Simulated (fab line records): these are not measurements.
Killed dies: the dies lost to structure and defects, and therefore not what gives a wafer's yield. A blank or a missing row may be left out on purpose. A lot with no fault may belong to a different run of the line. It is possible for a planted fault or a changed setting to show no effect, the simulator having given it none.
fab line records	flow nand-harc
record lots=24	wafers=72	last-day=33
route steps=1302 shown A_ZERO_WELL@405 A_CHANNEL_HOLE_D1@463 A_CHANNEL_HOLE_D2@583 A_CHANNEL_FILL_D2@612
lots that met no fault: from a run of the same line without faults
start-h: start of the lot's first displayed wafer, in hours after the record's first day	wait-h: hours since the lot's step before	" the same as in the row above	L1.1+2: a single row standing in for several wafers	- no value present, or no start provided	* or withheld: withheld	< > ~ a bound
route shown NAME@n: NAME is a module with steps in the file, n the number in the route of the first one	usual: mean/standard deviation taken from wafers without a fault	same: alike in all rows	chamber/n: place in a boat	sites: each site's reading	_std_site: the standard deviation of these	_edge_site: the outer-site mean with the inner-site mean subtracted	radius-mm: how far each site lies from the wafer's centre	mask NAME#n: copy n	behind: tool/chamber where the wafer was last shaped	hold: what put the lot on hold/how long, in hours/how the hold closed	device: transistor that didn't switch, given as n, p or np	end of line: the tests these same wafers got at the end of their route	a step with no rows: only its recipe	killed: dies lost to structure and defects at the first sort, not the wafer's yield	map: a wafer's dies, marking killed ones x, the rest . and places with no die _
set.NAME: the run value of the setting; set.NAME@STEP: its run value at that earlier step	model.NAME: the simulator's own value behind a step, which no gauge read
route steps across a sampled set of lots; one table per step, one row per wafer
services: when a tool's chamber went out of use (start-h, in hours from the record's first day, below 0 if earlier), for how many hours, and the reason
## steps
# step NHARC_A_ZERO_WELL_ETCH_13
# recipe target-depth-a=1200	time-s=40.1	hbr-flow-sccm=150	cl2-flow-sccm=50	rf-w=400	icp-w=400	bias-w=100	chemistry=HBr/Cl2
# usual drypump-motor-current-A=5.8/0.34	oes-product-au=1.001/0.0082	throttle-valve-pct=26.405/0.0095
lot.wafer	tool	chamber	start-h	wait-h	drypump-motor-current-A	oes-product-au	rf-hours-counter-h	throttle-valve-pct
L074.3	rie-si-04	0	139.17	-	5.8	0.985	0.9	26.416
L074.1	"	1	"	"	5.8	1.008	0.9	26.417
L074.5	"	0	"	"	5.8	0.993	-	26.398
L075.4	rie-si-01	0	145.08	-	5.5	1.000	0.8	26.400
L075.1	"	1	"	"	6.2	0.987	0.7	26.400
L075.5	"	3	"	"	5.8	0.987	-	26.404
L076.2	rie-si-06	1	158.76	-	5.3	1.007	0.6	26.417
L076.4	"	3	"	"	6.2	0.998	0.5	26.401
L076.6	"	0	"	"	5.6	1.007	-	26.405
L077.4	rie-si-01	2	167.07	-	6.5	0.995	0.8	26.405
L077.5	"	1	"	"	6.2	0.998	-	26.412
L077.6	"	2	"	"	6.5	0.992	-	26.407
L078.3	rie-si-04	2	178.30	-	5.4	0.990	0.0	26.402
L078.1	"	1	"	"	5.8	0.997	0.0	26.411
L078.6	"	2	"	"	5.4	0.994	-	26.404
L079.3	rie-si-01	3	185.70	-	5.8	0.982	1.1	26.417
L079.6	"	0	"	"	5.4	0.994	-	26.391
L079.5	"	1	"	"	6.2	1.005	-	26.405
L080.3	rie-si-04	3	197.75	-	5.7	0.989	0.2	26.392
L080.2	"	1	"	"	5.8	1.007	0.1	26.411
L080.1	"	2	"	"	5.4	1.009	0.1	26.406
L081.2	rie-si-04	2	213.59	-	5.4	1.011	0.2	26.401
L081.4	"	3	"	"	5.7	1.009	0.3	26.397
L081.5	"	0	"	"	5.8	1.007	-	26.401
L082.2	rie-si-06	1	219.46	-	5.4	0.996	1.1	26.411
L082.6	"	1	"	"	5.3	0.997	-	26.411
L082.5	"	2	"	"	5.8	1.000	-	26.415
L083.1	rie-si-06	3	241.76	-	6.3	1.005	1.1	26.425
L083.2	"	0	"	"	5.6	1.000	1.1	26.410
L083.5	"	0	"	"	5.6	1.004	-	26.412
L085.3	rie-si-04	3	248.75	-	5.7	0.989	0.4	26.396
L085.1	"	1	"	"	5.8	1.017	0.5	26.414
L085.2	"	2	"	"	5.4	1.001	0.5	26.417
L084.4	rie-si-01	2	250.61	-	6.6	0.997	0.2	26.392
L084.3	"	3	"	"	5.8	0.999	0.3	26.411
L084.5	"	1	"	"	6.2	1.014	-	26.393
L086.3	rie-si-04	3	256.43	-	5.7	0.993	0.5	26.398
L086.4	"	0	"	"	5.8	0.991	0.6	26.406
L086.1	"	1	"	"	5.8	1.007	0.6	26.395
L088.1	rie-si-04	1	281.92	-	5.8	1.014	0.8	26.407
L088.4	"	0	"	"	5.8	0.992	0.7	26.406
L088.5	"	1	"	"	5.8	1.010	-	26.411
L087.3	rie-si-01	2	283.40	-	6.6	1.004	0.4	26.415
L087.2	"	1	"	"	6.2	0.987	0.5	26.408
L087.5	"	2	"	"	6.6	1.008	-	26.397
L089.2	rie-si-06	2	286.60	-	5.8	1.014	0.1	26.415
L089.4	"	1	"	"	5.3	1.009	0.1	26.419
L089.5	"	2	"	"	5.8	1.013	-	26.397
L090.4	rie-si-01	2	302.22	-	6.5	1.004	0.5	26.402
L090.5	"	2	"	"	6.6	1.004	-	26.399
L090.6	"	3	"	"	5.8	1.000	-	26.409
L091.2	rie-si-04	1	304.15	-	5.8	1.002	0.9	26.390
L091.4	"	3	"	"	5.7	0.995	0.8	26.404
L091.5	"	1	"	"	5.8	0.999	-	26.401
L092.1	rie-si-01	1	315.93	-	6.2	1.008	0.7	26.422
L092.3	"	2	"	"	6.6	1.009	0.6	26.390
L092.2	"	3	"	"	5.8	1.009	0.7	26.389
L093.4	rie-si-06	0	326.79	-	5.6	1.004	0.3	26.414
L093.3	"	3	"	"	6.3	1.015	0.3	26.409
L093.6	"	1	"	"	5.3	1.006	-	26.389
L094.2	rie-si-04	3	340.68	-	5.7	0.996	1.0	26.396
L094.6	"	3	"	"	5.7	0.988	-	26.394
L094.5	"	0	"	"	5.8	0.997	-	26.412
L095.4	rie-si-04	0	352.07	-	5.8	0.995	0.0	26.397
L095.2	"	2	"	"	5.4	1.006	0.0	26.375
L095.5	"	0	"	"	5.8	0.997	-	26.417
L096.4	rie-si-06	1	357.59	-	5.3	1.002	0.6	26.393
L096.1	"	2	"	"	5.7	0.998	0.5	26.412
L096.3	"	3	"	"	6.3	1.012	0.5	26.414
L097.4	rie-si-01	1	365.50	-	6.2	0.989	1.1	26.408
L097.2	"	3	"	"	5.8	0.998	1.1	26.394
L097.6	"	2	"	"	6.5	1.003	-	26.420
# step NHARC_A_CHANNEL_HOLE_D1_OVL_MEAS_11
# usual overlay-x-nm=0.1/0.95	overlay-y-nm=-0.1/0.69
lot.wafer	tool	chamber	start-h	wait-h	overlay-x-nm	overlay-y-nm
L074.1	overlay-02	-	175.27	-	0.6	-0.6
L074.3	"	-	"	"	0.8	-0.5
L074.5	"	-	"	"	1.3	-0.4
L075.1	overlay-01	-	185.80	-	0.7	-0.9
L075.4	"	-	"	"	0.5	-0.9
L075.5	"	-	"	"	0.4	-0.9
L076.2	overlay-02	-	196.42	-	0.0	-0.5
L076.4	"	-	"	"	-0.2	-0.5
L076.6	"	-	"	"	0.0	-0.8
L077.4	overlay-02	-	208.94	-	0.6	-0.5
L077.5	"	-	"	"	0.4	0.5
L077.6	"	-	"	"	1.0	-0.1
L078.1	overlay-02	-	216.82	-	2.1	-0.1
L078.3	"	-	"	"	1.9	-0.5
L078.6	"	-	"	"	1.5	-0.3
L079.3	overlay-01	-	223.53	-	-1.5	0.7
L079.5	"	-	"	"	-1.6	-0.2
L079.6	"	-	"	"	-1.6	0.6
L080.1	overlay-01	-	235.29	-	-0.2	0.0
L080.2	"	-	"	"	-0.5	0.0
L080.3	"	-	"	"	-0.1	-0.1
L081.2	overlay-01	-	254.43	-	-1.1	-0.1
L081.4	"	-	"	"	-1.3	0.0
L081.5	"	-	"	"	-0.8	-0.1
L082.2	overlay-02	-	262.55	-	-0.3	-1.5
L082.5	"	-	"	"	0.0	-0.2
L082.6	"	-	"	"	-0.1	-0.9
L083.1	overlay-01	-	282.36	-	0.4	-0.3
L083.2	"	-	"	"	0.4	-0.4
L083.5	"	-	"	"	0.5	-0.5
L085.1	overlay-02	-	291.17	-	1.9	-0.1
L085.2	"	-	"	"	2.4	0.5
L085.3	"	-	"	"	2.3	0.2
L084.3	overlay-02	-	291.35	-	0.2	1.9
L084.4	"	-	"	"	0.7	1.5
L084.5	"	-	"	"	0.5	1.5
L086.1	overlay-01	-	296.81	-	1.6	-0.3
L086.3	"	-	"	"	0.3	-0.5
L086.4	"	-	"	"	1.2	-0.4
L088.1	overlay-02	-	321.90	-	1.6	0.1
L088.4	"	-	"	"	1.0	-0.3
L088.5	"	-	"	"	1.0	-0.7
L087.2	overlay-01	-	322.11	-	0.7	1.3
L087.3	"	-	"	"	0.8	1.3
L087.5	"	-	"	"	0.7	1.2
L089.2	overlay-02	-	329.80	-	-1.6	0.0
L089.4	"	-	"	"	-1.5	0.0
L089.5	"	-	"	"	-0.7	0.2
L090.4	overlay-01	-	345.15	-	-0.3	0.4
L090.5	"	-	"	"	-0.5	-0.3
L090.6	"	-	"	"	0.1	-0.9
L091.2	overlay-01	-	345.97	-	0.1	-0.6
L091.4	"	-	"	"	0.2	-0.2
L091.5	"	-	"	"	0.3	-0.4
L092.1	overlay-02	-	358.47	-	-0.5	1.0
L092.2	"	-	"	"	-0.1	0.8
L092.3	"	-	"	"	-0.2	1.2
L093.3	overlay-02	-	369.04	-	-1.3	-1.4
L093.4	"	-	"	"	-1.1	-0.9
L093.6	"	-	"	"	-0.8	-0.5
L094.2	overlay-01	-	380.74	-	0.6	-1.0
L094.5	"	-	"	"	0.8	-0.8
L094.6	"	-	"	"	0.9	-0.7
L095.2	overlay-02	-	392.04	-	-0.7	-1.0
L095.4	"	-	"	"	-0.5	-0.2
L095.5	"	-	"	"	-0.9	-1.0
L096.1	overlay-01	-	397.02	-	-1.4	-0.1
L096.3	"	-	"	"	-1.0	-0.5
L096.4	"	-	"	"	-1.2	-0.2
L097.2	overlay-01	-	407.24	-	-0.6	0.3
L097.4	"	-	"	"	-0.4	1.0
L097.6	"	-	"	"	-0.5	0.5
# step NHARC_A_CHANNEL_HOLE_D2_OVL_MEAS_11
# usual overlay-x-nm=0.1/0.88	overlay-y-nm=-0.1/0.57
lot.wafer	tool	chamber	start-h	wait-h	overlay-x-nm	overlay-y-nm
L074.1	overlay-01	-	292.88	-	-0.5	0.2
L074.3	"	-	"	"	0.0	0.8
L074.5	"	-	"	"	-0.4	0.3
L075.1	overlay-02	-	306.80	-	0.3	0.1
L075.4	"	-	"	"	-0.8	0.8
L075.5	"	-	"	"	0.1	0.4
L076.2	overlay-01	-	312.55	-	0.9	-0.5
L076.4	"	-	"	"	0.3	-1.2
L076.6	"	-	"	"	0.4	-1.0
L077.4	overlay-01	-	319.88	-	-1.0	0.1
L077.5	"	-	"	"	-0.9	-0.2
L077.6	"	-	"	"	-1.2	0.0
L079.3	overlay-02	-	327.34	-	2.2	-0.6
L079.5	"	-	"	"	1.7	-0.2
L079.6	"	-	"	"	2.4	-0.2
L078.1	overlay-02	-	329.10	-	0.5	0.4
L078.3	"	-	"	"	0.6	0.3
L078.6	"	-	"	"	1.0	0.6
L080.1	overlay-02	-	344.07	-	-1.0	0.3
L080.2	"	-	"	"	-0.6	0.4
L080.3	"	-	"	"	-0.4	0.2
L081.2	overlay-01	-	360.64	-	-1.0	0.3
L081.4	"	-	"	"	-1.7	0.5
L081.5	"	-	"	"	-1.3	0.2
L082.2	overlay-01	-	375.99	-	-0.1	-0.7
L082.5	"	-	"	"	0.2	-1.0
L082.6	"	-	"	"	-0.3	-1.1
L083.1	overlay-02	-	393.83	-	-0.1	-0.2
L083.2	"	-	"	"	0.0	-0.7
L083.5	"	-	"	"	-0.1	-0.6
L085.1	overlay-01	-	401.56	-	-1.3	0.8
L085.2	"	-	"	"	-0.7	0.6
L085.3	"	-	"	"	-1.0	0.6
L084.3	overlay-02	-	401.59	-	-0.3	0.5
L084.4	"	-	"	"	-0.2	0.8
L084.5	"	-	"	"	0.0	1.0
L086.1	overlay-01	-	408.14	-	-1.7	-0.8
L086.3	"	-	"	"	-0.9	0.0
L086.4	"	-	"	"	-1.4	-0.2
L087.2	overlay-01	-	435.94	-	0.7	0.4
L087.3	"	-	"	"	1.0	0.9
L087.5	"	-	"	"	0.7	0.5
L088.1	overlay-02	-	436.09	-	0.2	-0.3
L088.4	"	-	"	"	0.6	-0.6
L088.5	"	-	"	"	0.5	-0.3
L089.2	overlay-02	-	452.97	-	0.0	-0.7
L089.4	"	-	"	"	-0.1	-0.3
L089.5	"	-	"	"	-0.2	-0.3
L091.2	overlay-02	-	461.38	-	1.1	-0.8
L091.4	"	-	"	"	0.7	-0.1
L091.5	"	-	"	"	0.5	-0.7
L090.4	overlay-02	-	461.71	-	-0.4	-0.8
L090.5	"	-	"	"	-0.3	-0.5
L090.6	"	-	"	"	-0.6	-1.2
L092.1	overlay-02	-	467.13	-	1.4	-0.4
L092.2	"	-	"	"	1.2	0.6
L092.3	"	-	"	"	1.2	0.0
L093.3	overlay-01	-	480.60	-	-0.2	0.1
L093.4	"	-	"	"	-0.7	-0.5
L093.6	"	-	"	"	0.1	0.3
L094.2	overlay-01	-	492.80	-	-1.3	-0.5
L094.5	"	-	"	"	-1.0	0.5
L094.6	"	-	"	"	-0.9	-0.1
L095.2	overlay-02	-	505.94	-	0.0	-0.5
L095.4	"	-	"	"	-0.1	-0.4
L095.5	"	-	"	"	0.2	0.0
L096.1	overlay-01	-	506.20	-	1.1	0.9
L096.3	"	-	"	"	1.3	0.9
L096.4	"	-	"	"	1.6	1.4
L097.2	overlay-02	-	528.02	-	0.4	-0.7
L097.4	"	-	"	"	0.5	0.1
L097.6	"	-	"	"	0.8	0.1
# step NHARC_A_CHANNEL_HOLE_D2_ETCH_39
# recipe target-depth-a=2600	over-etch-frac=0.3	time-s=325	ion-energy-ev=200	n2-flow-sccm=150	h2-flow-sccm=150	ar-flow-sccm=0	rf-w=400	bias-w=150	chemistry=N2/H2
# usual drypump-motor-current-A=5.8/0.37	oes-product-au=0.998/0.0092	rf-vpp-V=431.7/2.3	showerhead-plenum-p-Torr=2.08/0.079	throttle-valve-pct=14.170/0.009
lot.wafer	tool	chamber	start-h	wait-h	drypump-motor-current-A	oes-product-au	rf-hours-counter-h	rf-vpp-V	showerhead-plenum-p-Torr	throttle-valve-pct
L074.1	rie-diel-04	1	-	-	5.5	1.020	3.9	432.4	2.10	14.165
L074.3	"	2	"	"	6.4	1.007	3.5	430.4	2.04	14.186
L074.5	"	1	"	"	5.5	1.019	-	431.0	2.10	14.193
L075.1	rie-diel-04	3	-	-	5.3	0.996	4.5	434.3	2.17	14.172
L075.4	"	0	"	"	6.1	0.990	5.1	433.9	2.10	14.163
L075.5	"	3	"	"	5.3	0.994	-	435.0	2.17	14.163
L076.2	rie-diel-07	1	-	-	5.9	0.996	0.2	434.6	2.20	14.155
L076.4	"	2	"	"	5.5	0.997	0.3	435.9	2.19	14.163
L076.6	"	2	"	"	5.5	0.996	-	434.8	2.19	14.180
L077.4	rie-diel-07	1	-	-	5.9	1.001	0.8	435.4	2.20	14.163
L077.5	"	3	"	"	6.2	1.010	-	428.1	1.95	14.182
L077.6	"	0	"	"	6.0	0.997	-	430.9	2.06	14.148
L079.3	rie-diel-04	1	-	-	5.5	1.012	5.8	432.2	2.10	14.182
L079.6	"	0	"	"	6.0	0.987	-	432.0	2.10	14.165
L079.5	"	1	"	"	5.5	0.992	-	432.2	2.10	14.161
L078.1	rie-diel-07	3	-	-	6.2	1.004	1.5	428.4	1.95	14.172
L078.3	"	1	"	"	5.9	0.997	1.5	436.1	2.20	14.168
L078.6	"	3	"	"	6.2	1.003	-	428.0	1.95	14.173
L080.1	rie-diel-07	0	-	-	6.1	0.995	2.6	431.1	2.06	14.157
L080.3	"	2	"	"	5.5	0.985	2.4	432.8	2.19	14.160
L080.2	"	3	"	"	6.2	1.011	2.7	428.6	1.95	14.169
L081.2	rie-diel-02	3	-	-	6.0	1.009	5.9	432.5	2.08	14.181
L081.4	"	1	"	"	5.0	0.999	6.0	428.6	1.96	14.164
L081.5	"	2	"	"	5.4	1.001	-	430.4	2.06	14.157
L082.2	rie-diel-02	0	-	-	5.8	0.986	8.1	430.5	2.03	14.170
L082.5	"	1	"	"	5.0	1.000	-	428.0	1.96	14.183
L082.6	"	2	"	"	5.4	1.004	-	430.5	2.06	14.184
L083.2	rie-diel-07	3	-	-	6.2	1.009	4.1	427.1	1.94	14.165
L083.1	"	0	"	"	6.1	1.001	4.9	431.2	2.06	14.183
L083.5	"	3	"	"	6.2	1.005	-	427.6	1.94	14.166
L085.3	rie-diel-04	3	-	-	5.3	0.997	1.2	432.8	2.17	14.175
L085.2	"	0	"	"	6.0	1.000	1.2	431.7	2.10	14.163
L085.1	"	1	"	"	5.5	0.995	1.3	431.4	2.10	14.170
L084.3	rie-diel-07	2	-	-	5.5	0.997	4.6	434.3	2.19	14.160
L084.4	"	0	"	"	6.0	0.995	5.8	430.6	2.06	14.176
L084.5	"	2	"	"	5.5	0.996	-	436.1	2.19	14.171
L086.1	rie-diel-02	2	-	-	5.4	0.991	0.1	429.9	2.06	14.162
L086.3	"	3	"	"	6.0	0.995	0.1	432.9	2.08	14.152
L086.4	"	0	"	"	5.8	0.991	0.1	430.4	2.03	14.167
L087.2	rie-diel-04	1	-	-	5.5	0.992	2.9	433.5	2.10	14.153
L087.3	"	3	"	"	5.3	1.002	2.8	432.7	2.17	14.161
L087.5	"	1	"	"	5.5	0.983	-	431.8	2.10	14.185
L088.4	rie-diel-02	2	-	-	5.4	0.999	2.7	432.6	2.05	14.161
L088.1	"	3	"	"	6.0	0.995	2.7	430.5	2.08	14.163
L088.5	"	3	"	"	6.0	1.000	-	430.9	2.08	14.166
L089.2	rie-diel-04	0	-	-	6.1	0.990	4.2	433.1	2.10	14.169
L089.4	"	1	"	"	5.5	0.993	4.0	432.0	2.10	14.158
L089.5	"	0	"	"	6.0	0.993	-	432.1	2.09	14.160
L091.4	rie-diel-07	2	-	-	5.5	0.991	7.8	434.1	2.18	14.177
L091.2	"	1	"	"	6.0	0.997	8.8	433.0	2.20	14.169
L091.5	"	2	"	"	5.5	0.978	-	434.7	2.18	14.165
L090.4	rie-diel-02	2	-	-	5.4	0.987	4.1	430.4	2.05	14.170
L090.5	"	3	"	"	6.0	0.994	-	431.0	2.08	14.159
L090.6	"	0	"	"	5.8	0.983	-	431.3	2.02	14.163
L092.1	rie-diel-04	0	-	-	6.0	1.003	5.0	430.9	2.09	14.172
L092.3	"	1	"	"	5.5	1.016	4.6	431.9	2.10	14.186
L092.2	"	2	"	"	6.4	1.017	4.4	430.8	2.03	14.169
L093.3	rie-diel-07	0	-	-	6.1	0.976	0.1	429.5	2.06	14.161
L093.4	"	3	"	"	6.2	0.999	0.1	427.7	1.94	14.175
L093.6	"	1	"	"	6.0	0.993	-	434.2	2.20	14.176
L094.2	rie-diel-07	2	-	-	5.4	0.997	1.2	436.1	2.18	14.169
L094.6	"	3	"	"	6.2	1.005	-	428.8	1.94	14.165
L094.5	"	0	"	"	6.1	0.993	-	431.4	2.06	14.167
L095.2	rie-diel-07	3	-	-	6.2	0.991	1.6	428.3	1.94	14.182
L095.4	"	2	"	"	5.5	0.998	1.9	435.0	2.18	14.176
L095.5	"	3	"	"	6.2	0.995	-	426.8	1.94	14.172
L096.3	rie-diel-04	1	-	-	5.5	1.008	5.8	432.8	2.10	14.173
L096.1	"	2	"	"	6.4	1.012	5.5	430.2	2.03	14.173
L096.4	"	3	"	"	5.3	1.004	-	434.5	2.17	14.180
L097.4	rie-diel-04	3	-	-	5.3	0.995	7.5	432.7	2.16	14.162
L097.2	"	1	"	"	5.5	1.009	7.0	433.2	2.10	14.168
L097.6	"	3	"	"	5.3	1.003	-	434.9	2.17	14.171
# step NHARC_A_CHANNEL_FILL_D2_ALD_02
# recipe target-thk-a=60	pulse-time-s=10	ald-cycles=60	temp-c=300	material=SiO2
# usual heater-power-w=472/36	precursor-pulse-height-rel=1.000/0.02
lot.wafer	tool	chamber	start-h	wait-h	heater-power-w	precursor-pulse-height-rel
L074.1	ald-hk-01	0	306.07	-	455	1.020
L074.3	"	1	"	"	452	0.989
L074.5	"	3	"	"	513	1.009
L075.1	ald-hk-02	3	314.02	-	415	1.018
L075.4	"	0	"	"	537	1.024
L075.5	"	0	"	"	549	0.993
L076.2	ald-hk-01	1	319.73	-	466	0.993
L076.4	"	2	"	"	461	1.001
L076.6	"	1	"	"	456	1.022
L077.4	ald-hk-02	3	327.21	-	420	1.022
L077.6	"	1	"	"	448	1.003
L077.5	"	2	"	"	503	0.971
L079.3	ald-hk-01	0	335.50	-	443	0.963
L079.5	"	1	"	"	454	1.003
L079.6	"	2	"	"	464	0.999
L078.1	ald-hk-02	0	336.35	-	532	1.012
L078.3	"	2	"	"	517	0.998
L078.6	"	3	"	"	416	1.012
L080.1	ald-hk-04	0	351.24	-	444	0.990
L080.2	"	2	"	"	515	1.000
L080.3	"	3	"	"	448	1.015
L081.2	ald-hk-04	0	367.89	-	468	0.989
L081.4	"	1	"	"	481	1.046
L081.5	"	1	"	"	488	1.032
L082.2	ald-hk-02	2	385.32	-	507	0.978
L082.6	"	3	"	"	401	1.012
L082.5	"	0	"	"	526	1.027
L083.1	ald-hk-04	0	403.93	-	456	1.036
L083.2	"	1	"	"	489	1.009
L083.5	"	0	"	"	466	1.000
L085.3	ald-hk-04	0	408.75	0.1	451	1.013
L085.1	"	1	"	"	487	0.978
L085.2	"	2	"	"	518	1.011
L084.4	ald-hk-04	3	409.29	-	440	0.980
L084.3	"	1	"	"	498	0.990
L084.5	"	0	"	"	441	0.979
L086.1	ald-hk-01	0	415.40	0.1	439	0.949
L086.4	"	1	"	"	461	1.011
L086.3	"	3	"	"	513	0.991
L087.3	ald-hk-01	0	445.05	-	449	0.979
L087.2	"	2	"	"	468	0.973
L087.5	"	1	"	"	469	1.003
L088.4	ald-hk-02	2	445.51	-	513	1.000
L088.1	"	0	"	"	526	0.967
L088.5	"	1	"	"	431	0.974
L089.4	ald-hk-02	1	460.14	-	437	1.048
L089.2	"	3	"	"	398	1.005
L089.5	"	1	"	"	444	0.999
L091.2	ald-hk-01	2	470.85	-	487	0.984
L091.4	"	0	"	"	449	1.007
L091.5	"	3	"	"	520	0.984
L090.4	ald-hk-01	1	472.44	-	468	0.981
L090.5	"	0	"	"	456	1.020
L090.6	"	1	"	"	460	0.987
L092.1	ald-hk-04	3	476.52	-	448	1.022
L092.3	"	1	"	"	498	0.988
L092.2	"	2	"	"	512	1.012
L093.4	ald-hk-01	0	487.76	-	459	0.984
L093.3	"	3	"	"	511	0.987
L093.6	"	0	"	"	462	1.004
L094.2	ald-hk-01	3	500.06	-	509	0.968
L094.5	"	2	"	"	434	0.971
L094.6	"	3	"	"	514	1.003
L095.2	ald-hk-01	1	513.54	-	468	0.979
L095.4	"	3	"	"	519	0.963
L095.5	"	2	"	"	423	1.008
L096.3	ald-hk-02	2	515.62	-	525	1.039
L096.4	"	3	"	"	405	0.984
L096.1	"	0	"	"	546	0.992
L097.4	ald-hk-01	3	537.03	-	511	1.012
L097.2	"	1	"	"	453	0.983
L097.6	"	0	"	"	468	0.981
# step NHARC_A_CHANNEL_FILL_D2_ALD_16
# recipe target-thk-a=15	pulse-time-s=10	ald-cycles=15	temp-c=300	material=SiO2
# usual heater-power-w=476/40	precursor-pulse-height-rel=0.997/0.019
lot.wafer	tool	chamber	start-h	wait-h	heater-power-w	precursor-pulse-height-rel
L074.3	ald-hk-04	2	318.12	0.0	529	1.013
L074.1	"	0	"	"	461	0.977
L074.5	"	3	"	"	446	0.987
L075.4	ald-hk-02	1	326.21	0.1	436	0.990
L075.1	"	3	"	"	411	0.980
L075.5	"	1	"	"	442	0.991
L076.4	ald-hk-04	1	331.93	0.1	508	1.007
L076.2	"	2	"	"	508	1.037
L076.6	"	0	"	"	466	0.992
L077.4	ald-hk-04	2	339.20	0.0	520	0.986
L077.5	"	2	"	"	529	0.976
L077.6	"	3	"	"	435	1.002
L078.3	ald-hk-02	0	348.69	0.0	531	0.965
L078.1	"	1	"	"	434	0.962
L078.6	"	0	"	"	532	0.999
L079.3	ald-hk-04	1	348.69	0.0	482	1.000
L079.6	"	1	"	"	492	0.954
L079.5	"	2	"	"	532	1.008
L080.3	ald-hk-02	0	363.51	0.1	532	1.000
L080.2	"	1	"	"	425	1.002
L080.1	"	2	"	"	528	0.969
L081.4	ald-hk-04	0	380.13	0.1	448	0.988
L081.2	"	2	"	"	524	0.971
L081.5	"	0	"	"	444	0.972
L082.2	ald-hk-02	0	397.42	0.1	522	1.018
L082.5	"	2	"	"	525	1.008
L082.6	"	3	"	"	420	0.994
L083.2	ald-hk-01	3	416.13	0.1	512	1.034
L083.1	"	1	"	"	465	1.032
L083.5	"	3	"	"	502	1.011
L085.2	ald-hk-04	3	420.95	0.0	437	1.000
L085.3	"	1	"	"	489	1.033
L085.1	"	2	"	"	522	1.022
L084.4	ald-hk-02	1	420.98	0.1	426	1.008
L084.3	"	3	"	"	401	1.002
L084.5	"	1	"	"	431	0.964
L086.1	ald-hk-01	0	427.70	0.0	460	0.989
L086.3	"	2	"	"	462	1.008
L086.4	"	3	"	"	523	1.001
L088.1	ald-hk-04	2	457.77	0.1	529	1.023
L088.4	"	3	"	"	448	1.011
L088.5	"	2	"	"	512	0.978
L087.2	ald-hk-02	2	457.78	0.1	519	0.985
L087.3	"	3	"	"	398	0.990
L087.5	"	1	"	"	436	1.016
L089.4	ald-hk-04	3	472.33	0.1	453	0.961
L089.2	"	0	"	"	464	0.994
L089.5	"	2	"	"	525	0.953
L091.4	ald-hk-01	0	484.00	1.0	465	0.996
L091.2	"	2	"	"	442	1.033
L091.5	"	1	"	"	452	1.014
L090.4	ald-hk-01	0	484.22	1.2	444	1.035
L090.6	"	2	"	"	430	1.031
L090.5	"	3	"	"	519	1.005
L092.1	ald-hk-01	2	489.51	0.0	445	1.014
L092.2	"	3	"	"	514	0.965
L092.3	"	1	"	"	464	0.974
L093.3	ald-hk-04	0	499.99	0.1	462	0.991
L093.4	"	1	"	"	515	0.949
L093.6	"	3	"	"	453	1.003
L094.2	ald-hk-01	0	512.27	0.1	469	0.976
L094.6	"	2	"	"	438	1.018
L094.5	"	3	"	"	507	1.013
L095.2	ald-hk-02	1	525.73	0.0	433	0.996
L095.4	"	3	"	"	403	0.981
L095.5	"	2	"	"	518	0.989
L096.4	ald-hk-01	1	525.75	0.1	465	1.005
L096.1	"	2	"	"	442	1.027
L096.3	"	3	"	"	505	0.991
L097.4	ald-hk-04	2	549.29	0.0	525	0.986
L097.2	"	0	"	"	460	1.002
L097.6	"	3	"	"	449	0.993
## services
tool	chamber	start-h	hours	kind
rie-diel-07	-	117.20	9.0	pm
ald-hk-01	-	118.00	10.0	pm
rie-si-04	-	165.00	9.0	pm
ald-hk-02	-	172.84	10.0	pm
rie-diel-07	3	175.88	7.3	repair
rie-diel-07	1	177.03	2.2	repair
rie-si-04	3	259.19	3.1	repair
ald-hk-04	-	261.43	10.0	pm
rie-diel-07	-	294.20	9.0	pm
ald-hk-01	-	296.00	10.0	pm
rie-diel-07	3	334.62	1.2	repair
rie-si-04	-	342.00	9.0	pm
ald-hk-02	-	350.84	10.0	pm
ald-hk-01	-	371.88	1.0	repair
ald-hk-04	-	439.43	10.0	pm
rie-diel-07	1	446.97	3.8	repair
rie-si-04	-	462.60	0.3	repair
rie-diel-07	-	471.20	9.0	pm
ald-hk-01	-	474.00	10.0	pm
rie-diel-07	-	510.42	0.2	repair
rie-diel-07	2	511.98	4.1	repair
rie-si-04	-	519.00	9.0	pm
ald-hk-01	-	522.05	0.8	repair
ald-hk-02	-	528.84	10.0	pm
## key
fault none
